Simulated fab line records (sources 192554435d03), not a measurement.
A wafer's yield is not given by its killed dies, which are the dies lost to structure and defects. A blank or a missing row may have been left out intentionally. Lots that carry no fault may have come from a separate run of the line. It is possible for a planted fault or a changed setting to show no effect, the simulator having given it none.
What tool caused it? :: flow n5Finfet :: at 1 step of a route of 1938, 11 lots with 33 wafers sampled

== WHAT EACH GAUGE READ, for each wafer ==
N5_MOL_CONTACT_COAG_CD_MEAS_84 targets a cd of 25.1 nm.
lot: L075
measured: day 5 04:49
on: cdSem-01
cdNm (nm): 25.50 25.28 25.00

lot: L077
measured: day 6 01:22
on: cdSem-03
cdNm (nm): 24.83 25.36 25.17

lot: L079
measured: day 6 16:29
on: cdSem-03
cdNm (nm): 24.98 25.63 25.04

lot: L081
measured: day 6 22:24
on: cdSem-03
cdNm (nm): 25.46 25.44 25.08

lot: L084
measured: day 7 16:22
on: cdSem-01
cdNm (nm): 24.68 25.13 24.95

lot: L086
measured: day 8 06:52
on: cdSem-01
cdNm (nm): 25.05 25.13 24.75

lot: L088
measured: day 8 20:33
on: cdSem-02
cdNm (nm): 24.69 24.70 25.12

lot: L090
measured: day 9 07:34
on: cdSem-02
cdNm (nm): 24.73 24.81 24.74

lot: L093
measured: day 10 00:47
on: cdSem-03
cdNm (nm): 25.06 25.48 24.58

lot: L095
measured: day 10 09:12
on: cdSem-01
cdNm (nm): 24.86 24.95 24.68

lot: L097
measured: day 10 17:37
on: cdSem-03
cdNm (nm): 24.76 25.00 24.82

== EACH LOT AND THE TOOL THAT RAN IT (in order: tool; ch and the chambers of the sampled wafers; start) ==
The record shows no process step preceding these readings.

== THE ANSWER, worked out from the rows above alone ==
Rule: usual is defined by the lots themselves. The widest of any qualifying gaps counts: lots, ordered by their means at a reading, are off when they make up no more than a third of the lots, leave a main group of 4 or more, and stand apart from it by 3 or more times the standard deviation of that group's means. A main group whose means are all the same, to the digits that the tables above print for the reading, isn't used. A lot without any number at a reading at which 4 lots or more have one is off too. The other lots that the step has rows for count as sound.
Across all readings shown, no lot is off: no conclusion can be drawn from this.

== WHAT HAD BEEN PUT IN BY THE SIMULATOR ==
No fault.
